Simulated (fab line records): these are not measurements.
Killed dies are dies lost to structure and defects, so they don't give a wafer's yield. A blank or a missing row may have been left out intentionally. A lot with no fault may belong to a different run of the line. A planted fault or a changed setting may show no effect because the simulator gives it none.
2 desks, one fault ; flow n5-finfet ; every desk sees just its own numbers, and what lay behind them comes last

== THE TOOL OWNER'S DESK: arfi-scanner-02 ==
The tool's own readings at N5_BEOL_M10_EXPOSE_08 (exposes mask M10): means of the sampled wafers that have a number, for each lot that ran on this tool. If a lot's mean is further than 4 standard deviations from the usual mean, the lot is out of limits and carries the mark OUT (the distance appears in the brackets).
Columns: A = exposure-dose-mJ-cm2 at N5_BEOL_M10_EXPOSE_08, usual 53.70
lot;first seen here;A
L649;day 11 03:03;53.63
L653;day 12 10:30;53.68
L657;day 13 04:42;53.68
L658;day 13 07:11;49.80 (-59) OUT
L663;day 13 17:50;50.57 (-47) OUT
Finding of this desk: L658, L663 out of limits; the first was L658 at day 13 07:11, on exposure-dose-mJ-cm2 at N5_BEOL_M10_EXPOSE_08. Within limits: L649, L653, L657.

== AT THE METROLOGY DESK ==
What the gauges read, lot by lot, whatever tool the lot ran on: means of the sampled wafers that have a number. If a lot's mean is further than 4 standard deviations from the usual mean, the lot is out of limits and carries the mark OUT (the distance appears in the brackets).
Columns: A = cd-nm at N5_BEOL_M10_CD_MEAS_11, usual 63.9 nm; B = cd-nm at N5_BEOL_M10_CD_MEAS_18, usual 69.9 nm; C = cd-nm at N5_BEOL_M10_CD_MEAS_35, usual 69.9 nm
lot;first seen here;A;B;C
L648;day 10 09:44;63.2;69.4;69.4
L650;day 10 21:43;64.7;71.7;71.4
L649;day 11 03:10;64.9;71.1;71.2
L652;day 11 03:19;63.5;69.9;70.1
L651;day 11 11:11;63.1;68.8;68.8
L653;day 12 10:38;63.5;69.5;69.3
L657;day 13 04:50;64.6;70.6;70.6
L658;day 13 07:19;59.8 (-5.2) OUT;65.9 (-4.3) OUT;65.7 (-4.4) OUT
L663;day 13 17:57;61.5;67.6;67.3
L668;day 16 13:52;64.3;70.0;69.7
L669;day 17 04:28;63.5;69.9;69.9
Finding of this desk: L658 out of limits; the first was L658 at day 13 07:19, on cd-nm at N5_BEOL_M10_CD_MEAS_11. Within limits: L648, L650, L649, L652, L651, L653, L657, L663, L668, L669.

== TAKEN TOGETHER ==
At day 13 07:11, on L658, L663, the tool owner's desk was in a position to raise an alarm.
At day 13 07:19 the metrology desk could have sounded an alarm, on L658.
The metrology desk has L663 on record, within its limits.
All the named lots went through N5_BEOL_M10_EXPOSE_08 on arfi-scanner-02.

== WHAT THE SIMULATOR HAD PUT IN ==
Process parameters drifting: arfi-scanner-02 at N5_BEOL_M10_EXPOSE_08, beginning at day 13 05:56. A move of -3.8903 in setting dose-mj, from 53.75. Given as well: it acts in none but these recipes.
Struck lots among those shown: L658, L663.
Counting hours from when the fault started, the first reading out of limits came at 1 for the tool owner's desk and at 1 for the metrology desk.
